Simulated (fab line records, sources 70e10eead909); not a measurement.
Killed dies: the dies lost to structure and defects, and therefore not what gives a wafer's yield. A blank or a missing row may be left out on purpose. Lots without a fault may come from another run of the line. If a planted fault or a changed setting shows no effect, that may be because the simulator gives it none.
Struck lot and sound lot, side by side + flow nandHarc + 33 out of 1302 route steps
Sound: the wafers L313.1, L313.4, L313.6. Wafers struck: L312.1, L312.3, L312.4. Last of all comes the cause.
At each step with rows: each side's tool, then ch and its chambers, then its first start. Under that, the readings that differ: sound wafers + struck wafers + difference of the means + sigmas: that difference in standard deviations of wafers without a fault.
alike: same words and numbers on both sides, and readings whose means sit less than 2 such deviations apart. not compared: any withheld reading, any reading some wafer has no value for, any bound like >300 that may hide the same value, and any number with overlapping values for which the record gives no deviation.
Wherever a step has rows on one side only, a row that says differs or no value, or a row with sigmas, the two part there. Numbers that don't overlap but have no deviation are shown without sigmas and don't part them. A reading missing from all wafers of one side parts the sides only when that side holds two or more wafers.

first, 9 steps without rows for these wafers: NHARC_A_CHANNEL_HOLE_D2_COAT_36 (time 75 s); NHARC_A_CHANNEL_HOLE_D2_COAT_37 (time 65 s); NHARC_A_CHANNEL_HOLE_D2_COAT_04 (resist thk 90 nm); NHARC_A_CHANNEL_HOLE_D2_SOFTBAKE_05 (time 55 s); NHARC_A_CHANNEL_HOLE_D2_EBR_06; NHARC_A_CHANNEL_HOLE_D2_EXPOSE_07 (exposes mask HOLE D2, target cd 100 nm); NHARC_A_CHANNEL_HOLE_D2_PEB_08 (peb time 65 s); NHARC_A_CHANNEL_HOLE_D2_DEVELOP_09 (develop time 35 s); NHARC_A_CHANNEL_HOLE_D2_DESCUM_15 (chemistry O2, time 3 s).
NHARC_A_CHANNEL_HOLE_D2_ETCH_38: etches the open film in CF4, target depth 39 nm, time 65 s.
  sound on rieDiel-04 ch 0,2,3, day 22 13:41; struck on rieDiel-11 ch 0,3, day 22 12:14
  alike: drypumpMotorCurrentA, oesProductAu, rfVppV, showerheadPlenumPTorr, throttleValvePct
  not compared: rfHoursCounterH
then, 20 steps without rows for these wafers: NHARC_A_CHANNEL_HOLE_D2_ETCH_39 (etches the open film in N2/H2, target depth 260 nm, time 325 s); NHARC_A_CHANNEL_HOLE_D2_ETCH_34 (etches the open film in CF4/CHF3, target depth 154 nm, time 77 s); NHARC_A_CHANNEL_HOLE_D2_ETCH_16 (etches the open film in O2/COS, target depth 3100 nm, time 806 s); NHARC_A_CHANNEL_HOLE_D2_ETCH_19 (etches the open film in C4F8/O2/Ar, time 34.5 s); NHARC_A_CHANNEL_HOLE_D2_ETCH_20 (etches the open film in C4F8/O2/Ar, time 361.9 s, target depth 1600 nm); NHARC_A_CHANNEL_HOLE_D2_ETCH_21 (etches the open film in C4F8/O2/Ar, time 514.3 s, target depth 1600 nm); NHARC_A_CHANNEL_HOLE_D2_ETCH_22 (etches the open film in C4F8/O2/Ar, time 666.7 s, target depth 1600 nm); NHARC_A_CHANNEL_HOLE_D2_ETCH_23 (etches the open film in C4F8/O2/Ar, time 819 s, target depth 1600 nm); NHARC_A_CHANNEL_HOLE_D2_ETCH_24 (etches the open film in C4F8/O2/Ar, time 906.2 s, target depth 1500 nm); NHARC_A_CHANNEL_HOLE_D2_ETCH_25 (etches the open film in C4F8/O2/Ar, time 1040.2 s, target depth 1500 nm); NHARC_A_CHANNEL_HOLE_D2_ETCH_26 (etches the open film in C4F8/O2/Ar, time 224.1 s, target depth 300 nm); NHARC_A_CHANNEL_HOLE_D2_ETCH_27 (etches the open film in C4F8/O2/Ar, time 90 s, target depth 400 nm); NHARC_A_CHANNEL_HOLE_D2_STRIP_41 (strips in N2/H2); NHARC_A_CHANNEL_HOLE_D2_STRIP_42 (strips in CF4/CHF3); NHARC_A_CHANNEL_HOLE_D2_STRIP_43 (strips in O2/COS); NHARC_A_CHANNEL_HOLE_D2_ETCH_44 (etches the open film in CF4/O2, target depth 140 nm, overetch 14 nm, time 77 s); NHARC_A_CHANNEL_HOLE_D2_STRIP_28 (strips in O2); NHARC_A_CHANNEL_HOLE_D2_PRECLEAN_29 (cleans in SC1); NHARC_A_CHANNEL_HOLE_D2_SRD_30; NHARC_A_CHANNEL_HOLE_D2_XSEM_32.
NHARC_A_CHANNEL_HOLE_D2_INSPECT_40:
  struck on defectInspect-01, day 22 19:15; sound on defectInspect-01, day 22 20:29
  alike: rawDefectCount
then, 1 step without rows for these wafers: NHARC_A_CHANNEL_FILL_D2_PRECLEAN_00 (cleans in SC1).
-- record jumps: 11 days between struck wafers' starts before vs after; left off in module A_CHANNEL_FILL_D2, resumes in module END, first step shown is number 1302 of the route --
NHARC_END_SORT_01:
  the record has rows for the struck wafers here (prober-01 ch 0, day 33 20:15) and none for the sound ones

## WHERE THEY PART
Only at NHARC_END_SORT_01, as far as this record shows.

WHY: whatever the simulator had introduced
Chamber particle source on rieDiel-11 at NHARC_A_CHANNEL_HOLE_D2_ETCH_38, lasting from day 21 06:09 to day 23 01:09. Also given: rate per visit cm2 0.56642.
